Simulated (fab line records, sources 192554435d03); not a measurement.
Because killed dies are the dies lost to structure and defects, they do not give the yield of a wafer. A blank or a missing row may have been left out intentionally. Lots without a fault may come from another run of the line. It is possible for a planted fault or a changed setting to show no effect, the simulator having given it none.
Problem report in the 8D (eight disciplines) form, filled by code ; flow n5-finfet ; the parts of the form that need people (team, actions taken, sign-off) are left out

1. PROBLEM STATEMENT
Wafers without a fault read 0.70 a.u., standard deviation 0.076; oes-product-au at N5_MOL_CONTACT_COAG_VIA_ETCH_117 reads a mean of 0.33 a.u. on 6 wafers belonging to 2 lots. Relative to the usual mean, that is a shift of -4.9 standard deviations.
The step: etches SiO2 in C4F6/O2, target depth 40 nm, overetch 8 nm, time 26 s.
Seen first at day 8 01:23 on rie-diel-03, wafer L974.1. The record holds 12 wafers of 4 lots with a number at this step. Rule for "out" (also "out of limits"): further than 4 standard deviations from the usual mean. The rest of the wafers with a number are treated as sound.

2. WHAT IT IS AND WHAT IT IS NOT
question;is;is not
which readings at this step;oes-product-au;drypump-motor-current-A, showerhead-plenum-p-Torr
which lots;L974, L975;L973, L985
which wafers of those lots;all that have a number;-
read on which tools;rie-diel-03;rie-diel-04
when;from day 8 01:23;"up to then (3 sound wafers); but 3 sound wafers of L985 came after"

3. THE SUSPECTS, EACH WITH WHAT RULES IT OUT
Counting: a tool at a process step up to the reading stays a suspect if it ran every lot that is out and no sound lot after the first of them.
- rie-diel-03 at N5_MOL_CONTACT_COAG_ETCH_67 (etches SOC in N2/H2, target depth 60 nm, overetch 21 nm, time 101.2 s): kept. Every lot that is out went through it, starting with L974 (day 8 01:16), and after that it ran no sound lot; the last sound lot it ran before then is L973 (day 7 18:57).
- rie-diel-03 at N5_MOL_CONTACT_COAG_VIA_ETCH_117 (etches SiO2 in C4F6/O2, target depth 40 nm, overetch 8 nm, time 26 s): kept. Every lot that is out went through it, starting with L974 (day 8 01:23), and after that it ran no sound lot; the last sound lot it ran before then is L973 (day 7 19:04). Its own oes-product-au readings are out on those wafers.
After counting, rie-diel-03 at N5_MOL_CONTACT_COAG_ETCH_67 and rie-diel-03 at N5_MOL_CONTACT_COAG_VIA_ETCH_117 remain.

4. THE CAUSE (what the simulator had put in)
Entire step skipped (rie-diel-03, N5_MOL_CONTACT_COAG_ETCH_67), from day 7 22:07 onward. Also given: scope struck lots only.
After counting, 2 suspects remain, this tool included.

5. THE EFFECT CHAIN, in route order
Each row: a reading whose mean over the struck wafers that have a number lies more than 3 standard deviations from the usual. Only readings for which the record gives a usual standard deviation are gone through. hours: the time from each lot's start at the first step in this table that gives one to its start at this step, as a median over the lots. sigmas: the change in usual standard deviations.
hours;step;reading;usual;on struck wafers;change;sigmas
0;N5_MOL_CONTACT_COAG_VIA_ETCH_117;oes-product-au;0.70 a.u.;0.33;-0.37;-4.9
0;N5_MOL_CONTACT_COAG_ETCH_124;oes-product-au;0.67 a.u.;0.33;-0.34;-4.5
209;N5_PASSIVATION_PROBE_49;defect-limited-yield;91.2 %;0.0;-91.2;-65
209;N5_PASSIVATION_PROBE_49;killed-at-contacts;14;1100;+1086;+99 or more
209;N5_PASSIVATION_PROBE_49;killed-dies;104;1180;+1076;+63
209;N5_PASSIVATION_PROBE_49;killed-on-rim;14;152;+138;+34
209;N5_PASSIVATION_PROBE_49;sort_bin_5_function;5.2 %;96.9;+91.7;+92
209;N5_PASSIVATION_PROBE_49;sort-n-pass;1069;0;-1069;-21
209;N5_PASSIVATION_PROBE_49;sort-yield-pct;91 %;0;-91;-21
Here are the process steps it includes:
- N5_MOL_CONTACT_COAG_VIA_ETCH_117: etches SiO2 in C4F6/O2, target depth 40 nm, overetch 8 nm, time 26 s.
- N5_MOL_CONTACT_COAG_ETCH_124: etches SiNx in CH3F/O2, stops on SiOC, target depth 6.5 nm.
- N5_PASSIVATION_PROBE_49
Readings that are blank on the struck wafers while sound wafers have them: bias-w at N5_MOL_CONTACT_COAG_ETCH_67; chamber-pressure-mTorr at N5_MOL_CONTACT_COAG_ETCH_67; drypump-motor-current-A at N5_MOL_CONTACT_COAG_ETCH_67; oes-product-au at N5_MOL_CONTACT_COAG_ETCH_67; rf-vpp-V at N5_MOL_CONTACT_COAG_ETCH_67; showerhead-plenum-p-Torr at N5_MOL_CONTACT_COAG_ETCH_67; temp-c at N5_MOL_CONTACT_COAG_ETCH_67; throttle-valve-pct at N5_MOL_CONTACT_COAG_ETCH_67; and 1 more.

6. WHAT WOULD HAVE CAUGHT IT SOONER
In this record no reading fell out of limits until day 8 01:23, 3 hours after the fault had begun at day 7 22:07.
At N5_MOL_CONTACT_COAG_ETCH_67 the tool's readings are blank on the struck wafers, where sound wafers have them: an empty tool record is the first sign, and it was there at once.
Of the lots that are out (2), L975 began N5_MOL_CONTACT_COAG_ETCH_67 on rie-diel-03 after day 8 01:23. Putting the tool on hold at that point would have spared it.
